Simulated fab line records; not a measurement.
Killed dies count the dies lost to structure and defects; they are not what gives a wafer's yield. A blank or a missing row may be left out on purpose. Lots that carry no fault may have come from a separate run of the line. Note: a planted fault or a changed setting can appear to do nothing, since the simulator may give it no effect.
Matching of chambers + flow nandHarc + rieDiel-12 running NHARC_A_CHANNEL_HOLE_D1_ETCH_44: 4 sister chambers
The step etches the open film in CF4/O2, target depth 140 nm, overetch 14 nm, time 77 s. 8 wafers are shown with their chamber, then 10 later ones without.

## WAFERS WITH THEIR CHAMBER
| wafer  | chamber | showerheadPlenumPTorr (Torr) | drypumpMotorCurrentA (A) |
|--------|---------|------------------------------|--------------------------|
| L183.2 | 1       | 1.31                         | 5.7                      |
| L185.4 | 1       | 1.31                         | 5.7                      |
| L190.1 | 3       | 1.26                         | 6.0                      |
| L190.6 | 2       | 1.38                         | 5.3                      |
| L191.2 | 2       | 1.38                         | 5.3                      |
| L191.6 | 0       | 1.31                         | 6.3                      |
| L188.1 | 0       | 1.30                         | 6.3                      |
| L188.3 | 3       | 1.26                         | 5.9                      |

## WAFERS WITH NO CHAMBER GIVEN
| wafer  | showerheadPlenumPTorr (Torr) | drypumpMotorCurrentA (A) |
|--------|------------------------------|--------------------------|
| L188.5 | 1.31                         | 5.7                      |
| L199.1 | 1.26                         | 5.9                      |
| L199.3 | 1.30                         | 6.3                      |
| L199.5 | 1.38                         | 5.3                      |
| L201.1 | 1.38                         | 5.3                      |
| L201.5 | 1.30                         | 6.3                      |
| L201.6 | 1.31                         | 5.7                      |
| L203.1 | 1.38                         | 5.3                      |
| L203.2 | 1.26                         | 5.9                      |
| L203.3 | 1.31                         | 5.7                      |

## WHICH CHAMBER EACH WENT THROUGH
| wafer  | from the rows above | in truth |
|--------|---------------------|----------|
| L188.5 | 1                   | 1        |
| L199.1 | 3                   | 3        |
| L199.3 | 0                   | 0        |
| L199.5 | 2                   | 2        |
| L201.1 | 2                   | 2        |
| L201.5 | 0                   | 0        |
| L201.6 | 1                   | 1        |
| L203.1 | 2                   | 2        |
| L203.2 | 3                   | 3        |
| L203.3 | 1                   | 1        |
10 of 10 placed correctly. Can't be placed from these rows: 0. Placed wrongly: 0.
How it was worked out, from the rows above alone: a wafer's distance from a chamber is the root of the sum, over the readings, of the square of ((its reading less the chamber's mean) divided by the reading's scatter). The wafer belongs to the nearest chamber; if the next one is less than 2 further off, it can't be placed. Each chamber's mean is taken over the wafers shown for it. The scatter: take each reading less its chamber's mean, square it, sum over the shown wafers, divide by the number of wafers less the number of chambers, and take the root.
